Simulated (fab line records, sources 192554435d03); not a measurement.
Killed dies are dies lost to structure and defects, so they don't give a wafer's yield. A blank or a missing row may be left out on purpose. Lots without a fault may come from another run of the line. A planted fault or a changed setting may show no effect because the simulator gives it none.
Which tool did it? | flow n5_finfet | 21 lots, 63 wafers sampled, at 4 steps of a route of 1938

WHAT THE GAUGES READ, wafer by wafer
N5_ILD0_THK_MEAS_04.
lot  | measured    | on            | thk_nm (nm)
L074 | day 3 10:59 | film_metro-02 | 196.8 197.7 197.3
L075 | day 3 19:08 | film_metro-02 | 195.2 195.9 196.4
L076 | day 4 03:14 | film_metro-01 | 196.3 197.4 198.1
L077 | day 4 08:17 | film_metro-02 | 197.2 197.3 196.7
L078 | day 4 13:57 | film_metro-02 | 197.0 195.6 197.0
L080 | day 5 03:55 | film_metro-01 | 197.5 197.0 197.7
L081 | day 5 08:44 | film_metro-02 | 198.4 198.4 196.5
L082 | day 5 19:49 | film_metro-01 | 198.6 197.7 197.6
L083 | day 6 03:17 | film_metro-02 | 197.0 196.4 198.0
L084 | day 6 04:13 | film_metro-02 | 199.8 197.3 197.6
L085 | day 6 14:05 | film_metro-01 | 196.4 196.6 196.5
L086 | day 6 21:02 | film_metro-01 | 196.9 197.3 198.6
L088 | day 7 04:13 | film_metro-01 | 195.4 196.4 196.2
L089 | day 7 09:44 | film_metro-02 | 198.2 197.0 198.0
L091 | day 8 04:41 | film_metro-02 | 195.6 198.3 196.9
L092 | day 8 05:35 | film_metro-02 | 199.4 198.2 198.9
L093 | day 8 18:20 | film_metro-01 | 197.0 196.8 196.8
L094 | day 8 19:10 | film_metro-02 | 198.8 197.7 197.5
L095 | day 8 23:27 | film_metro-02 | 198.7 197.7 199.1
L096 | day 9 08:17 | film_metro-01 | 195.5 196.9 196.8
L097 | day 9 13:20 | film_metro-02 | 196.6 196.8 197.5

WHICH TOOL RAN EACH LOT (tool, then ch and the chambers of the sampled wafers, then the start)
lot  | N5_DUMMY_GATE_DESCUM_20           | N5_SD_EPI_P_ETCH_47               | N5_SD_EPI_P_STRIP_40
L074 | rie_diel-05 ch 0,2, day 2 20:32   | rie_diel-05 ch 0,2,3, day 3 04:15 | plasma_asher-01 ch 0,1, day 3 04:34
L075 | rie_diel-02 ch 0,2,3, day 3 04:38 | rie_diel-02 ch 0,1, day 3 12:26   | plasma_asher-02 ch 0,1, day 3 12:47
L076 | rie_diel-02 ch 1,3, day 3 12:35   | rie_diel-05 ch 0,2,3, day 3 20:31 | plasma_asher-02 ch 1, day 3 20:53
L077 | rie_diel-02 ch 2,3, day 3 17:17   | rie_diel-06 ch 0,2,3, day 4 00:38 | plasma_asher-01 ch 0,1, day 4 00:58
L078 | rie_diel-02 ch 0,1,3, day 3 21:55 | rie_diel-06 ch 0,1,3, day 4 06:05 | plasma_asher-02 ch 0,1, day 4 06:25
L080 | rie_diel-06 ch 1,2,3, day 4 12:05 | rie_diel-05 ch 0,1,2, day 4 20:15 | plasma_asher-02 ch 0,1, day 4 20:34
L081 | rie_diel-06 ch 1,3, day 4 16:25   | rie_diel-02 ch 0,1,3, day 5 01:47 | plasma_asher-02 ch 0,1, day 5 02:06
L082 | rie_diel-02 ch 1,3, day 5 03:21   | rie_diel-05 ch 0,1,3, day 5 10:38 | plasma_asher-02 ch 0,1, day 5 10:58
L083 | rie_diel-05 ch 1,2,3, day 5 07:34 | rie_diel-05 ch 2,3, day 5 18:37   | plasma_asher-01 ch 0,1, day 5 18:56
L084 | rie_diel-06 ch 0,3, day 5 13:22   | rie_diel-06 ch 0,1,2, day 5 21:20 | plasma_asher-02 ch 0,1, day 5 21:38
L085 | rie_diel-02 ch 0,1,3, day 5 18:36 | rie_diel-02 ch 1,2,3, day 6 05:59 | plasma_asher-01 ch 0, day 6 06:20
L086 | rie_diel-02 ch 0,1, day 5 22:05   | rie_diel-05 ch 0,1, day 6 13:28   | plasma_asher-02 ch 1, day 6 13:50
L088 | rie_diel-02 ch 1,3, day 6 10:13   | rie_diel-02 ch 1,2,3, day 6 19:31 | plasma_asher-01 ch 0,1, day 6 19:51
L089 | rie_diel-05 ch 1,2,3, day 6 16:19 | rie_diel-06 ch 0,1,3, day 7 01:02 | plasma_asher-02 ch 0,1, day 7 01:22
L091 | rie_diel-02 ch 0,2, day 7 10:58   | rie_diel-02 ch 1,2,3, day 7 20:03 | plasma_asher-01 ch 0,1, day 7 20:22
L092 | rie_diel-05 ch 0,2, day 7 13:06   | rie_diel-06 ch 0,1,3, day 7 21:27 | plasma_asher-02 ch 0, day 7 21:46
L093 | rie_diel-02 ch 1,2, day 7 22:58   | rie_diel-06 ch 0,1,2, day 8 10:13 | plasma_asher-02 ch 0,1, day 8 10:32
L094 | rie_diel-05 ch 1,2, day 8 02:07   | rie_diel-02 ch 0,2,3, day 8 11:29 | plasma_asher-01 ch 0,1, day 8 11:48
L095 | rie_diel-06 ch 0,1, day 8 05:53   | rie_diel-06 ch 0,1,2, day 8 15:49 | plasma_asher-02 ch 0, day 8 16:08
L096 | rie_diel-02 ch 1,3, day 8 14:01   | rie_diel-02 ch 1,3, day 9 00:24   | plasma_asher-01 ch 0,1, day 9 00:43
L097 | rie_diel-02 ch 0,3, day 8 21:02   | rie_diel-05 ch 0,1,2, day 9 06:28 | plasma_asher-01 ch 0,1, day 9 06:46
- N5_DUMMY_GATE_DESCUM_20: chemistry O2, time 6.2 s.
- N5_SD_EPI_P_ETCH_47: etches SiOCN in CH3F/O2, target depth 25 nm.
- N5_SD_EPI_P_STRIP_40: strips in N2/H2.

WHAT THE TOOLS THEMSELVES READ (means of the sampled wafers that have a number; where no wafer has one, the mark that the record gives instead)
N5_DUMMY_GATE_DESCUM_20.
lot  | tool        | drypump_motor_current_A (A) | oes_product_au (a.u.) | rf_vpp_V (V) | showerhead_plenum_p_Torr (Torr) | throttle_valve_pct (%)
L074 | rie_diel-05 | 5.6                         | 0.74                  | 243.3        | 2.09                            | 20.48
L075 | rie_diel-02 | 5.6                         | 0.75                  | 242.5        | 2.06                            | 20.54
L076 | rie_diel-02 | 6.3                         | 0.72                  | 244.7        | 2.18                            | 20.48
L077 | rie_diel-02 | 5.6                         | 0.79                  | 243.1        | 2.08                            | 20.35
L078 | rie_diel-02 | 5.8                         | 0.72                  | 242.7        | 2.11                            | 20.63
L080 | rie_diel-06 | 6.2                         | 0.81                  | 242.3        | 2.05                            | 20.39
L081 | rie_diel-06 | 5.9                         | 0.79                  | 242.2        | 2.02                            | 20.34
L082 | rie_diel-02 | 6.2                         | 0.72                  | 243.9        | 2.17                            | 20.50
L083 | rie_diel-05 | 5.6                         | 0.74                  | 243.6        | 2.08                            | 20.65
L084 | rie_diel-06 | 6.3                         | 0.87                  | 242.1        | 2.08                            | 20.28
L085 | rie_diel-02 | 5.7                         | 0.71                  | 243.5        | 2.10                            | 20.64
L086 | rie_diel-02 | 5.4                         | 0.74                  | 243.2        | 2.11                            | 20.64
L088 | rie_diel-02 | 6.2                         | 0.70                  | 244.9        | 2.17                            | 20.52
L089 | rie_diel-05 | 5.6                         | 0.73                  | 243.5        | 2.08                            | 20.66
L091 | rie_diel-02 | 5.1                         | 0.86                  | 242.2        | 2.09                            | 20.39
L092 | rie_diel-05 | 5.5                         | 0.72                  | 243.0        | 2.08                            | 20.62
L093 | rie_diel-02 | 5.4                         | 0.77                  | 244.7        | 2.13                            | 20.45
L094 | rie_diel-05 | 5.5                         | 0.74                  | 244.4        | 2.11                            | 20.69
L095 | rie_diel-06 | 5.6                         | 0.78                  | 242.2        | 2.03                            | 20.24
L096 | rie_diel-02 | 6.3                         | 0.90                  | 243.9        | 2.16                            | 20.29
L097 | rie_diel-02 | 6.1                         | 0.95                  | 244.9        | 2.17                            | 20.30

N5_SD_EPI_P_ETCH_47.
lot  | tool        | O2_flow_sccm (sccm) | drypump_motor_current_A (A) | oes_product_au (a.u.) | rf_vpp_V (V) | showerhead_plenum_p_Torr (Torr) | throttle_valve_pct (%)
L074 | rie_diel-05 | 19.99               | 5.6                         | 0.73                  | 127.1        | 1.96                            | 16.47
L075 | rie_diel-02 | 20.02               | 5.4                         | 0.74                  | 125.5        | 2.02                            | 16.48
L076 | rie_diel-05 | 20.01               | 5.6                         | 0.72                  | 126.7        | 1.96                            | 16.48
L077 | rie_diel-06 | 19.99               | 6.2                         | 0.87                  | 126.7        | 2.01                            | 16.18
L078 | rie_diel-06 | 19.93               | 5.9                         | 0.85                  | 125.9        | 1.97                            | 16.15
L080 | rie_diel-05 | 20.03               | 5.6                         | 0.75                  | 128.2        | 2.02                            | 16.44
L081 | rie_diel-02 | 20.02               | 5.8                         | 0.72                  | 126.0        | 2.01                            | 16.54
L082 | rie_diel-05 | 19.98               | 5.7                         | 0.72                  | 127.5        | 1.98                            | 16.45
L083 | rie_diel-05 | 20.02               | 5.5                         | 0.73                  | 126.9        | 1.96                            | 16.61
L084 | rie_diel-06 | 20.00               | 5.9                         | 0.80                  | 126.8        | 1.99                            | 16.22
L085 | rie_diel-02 | 20.03               | 5.7                         | 0.76                  | 126.9        | 2.02                            | 16.29
L086 | rie_diel-05 | 20.07               | 5.8                         | 0.74                  | 127.5        | 2.04                            | 16.41
L088 | rie_diel-02 | 19.98               | 5.8                         | 0.75                  | 126.6        | 2.02                            | 16.30
L089 | rie_diel-06 | 20.01               | 5.9                         | 0.82                  | 126.1        | 1.97                            | 16.18
L091 | rie_diel-02 | 19.94               | 5.7                         | 0.84                  | 127.0        | 2.02                            | 16.16
L092 | rie_diel-06 | 20.00               | 6.0                         | 0.82                  | 126.4        | 1.97                            | 16.19
L093 | rie_diel-06 | 19.95               | 5.9                         | 0.79                  | 126.5        | 1.99                            | 16.26
L094 | rie_diel-02 | 20.00               | 5.6                         | 0.90                  | 127.1        | 2.04                            | 16.22
L095 | rie_diel-06 | 20.05               | 5.9                         | 0.79                  | 127.1        | 1.98                            | 16.26
L096 | rie_diel-02 | 20.02               | 5.9                         | 0.80                  | 127.5        | 2.06                            | 16.23
L097 | rie_diel-05 | 19.95               | 5.6                         | 0.81                  | 127.8        | 2.01                            | 16.37

N5_SD_EPI_P_STRIP_40.
lot  | tool            | drypump_motor_current_A (A) | h2_flow_sccm (sccm) | heater_power_w (W) | oes_product_au (a.u.)
L074 | plasma_asher-01 | 5.83                        | 3252                | 342                | 0.759
L075 | plasma_asher-02 | 5.82                        | 3240                | 355                | 0.762
L076 | plasma_asher-02 | 5.79                        | 3248                | 326                | 0.768
L077 | plasma_asher-01 | 5.84                        | 3246                | 331                | 0.768
L078 | plasma_asher-02 | 5.81                        | 3262                | 359                | 0.755
L080 | plasma_asher-02 | 5.86                        | 3246                | 382                | 0.770
L081 | plasma_asher-02 | 5.84                        | 3257                | 385                | 0.758
L082 | plasma_asher-02 | 5.82                        | 3246                | 352                | 0.759
L083 | plasma_asher-01 | 5.84                        | 3249                | 325                | 0.754
L084 | plasma_asher-02 | 5.86                        | 3238                | 387                | 0.752
L085 | plasma_asher-01 | 5.83                        | 3252                | 360                | 0.764
L086 | plasma_asher-02 | 5.75                        | 3244                | 331                | 0.758
L088 | plasma_asher-01 | 5.80                        | 3243                | 326                | 0.760
L089 | plasma_asher-02 | 5.81                        | 3242                | 353                | 0.760
L091 | plasma_asher-01 | 5.81                        | 3251                | 325                | 0.751
L092 | plasma_asher-02 | 5.91                        | 3244                | 408                | 0.768
L093 | plasma_asher-02 | 5.85                        | 3256                | 382                | 0.756
L094 | plasma_asher-01 | 5.83                        | 3248                | 342                | 0.757
L095 | plasma_asher-02 | 5.89                        | 3247                | 409                | 0.759
L096 | plasma_asher-01 | 5.82                        | 3259                | 342                | 0.775
L097 | plasma_asher-01 | 5.84                        | 3247                | 327                | 0.763

THE ANSWER, worked out from the rows above alone
Rule: what is usual is taken from the lots themselves. Put in order of their means at a reading, lots are off if they are a third of the lots or fewer, leave a main group of 4 or more, and stand apart from it by a gap of 3 or more times the standard deviation of the main group's means; of several such gaps the widest counts. A main group whose means are all the same, to the digits that the tables above print for the reading, isn't used. A lot without any number at a reading at which 4 lots or more have one is off too. The other lots that the step has rows for count as sound. The gauges are gone through in route order, then the tools' own readings, and for those a lot's mean is taken as printed above. The first step at which some lot is off is used, and at that step the reading that is off furthest; a lot without a number counts as furthest.
No lot is off at any reading shown: from this, nothing can be told.

WHAT THE SIMULATOR HAD PUT IN
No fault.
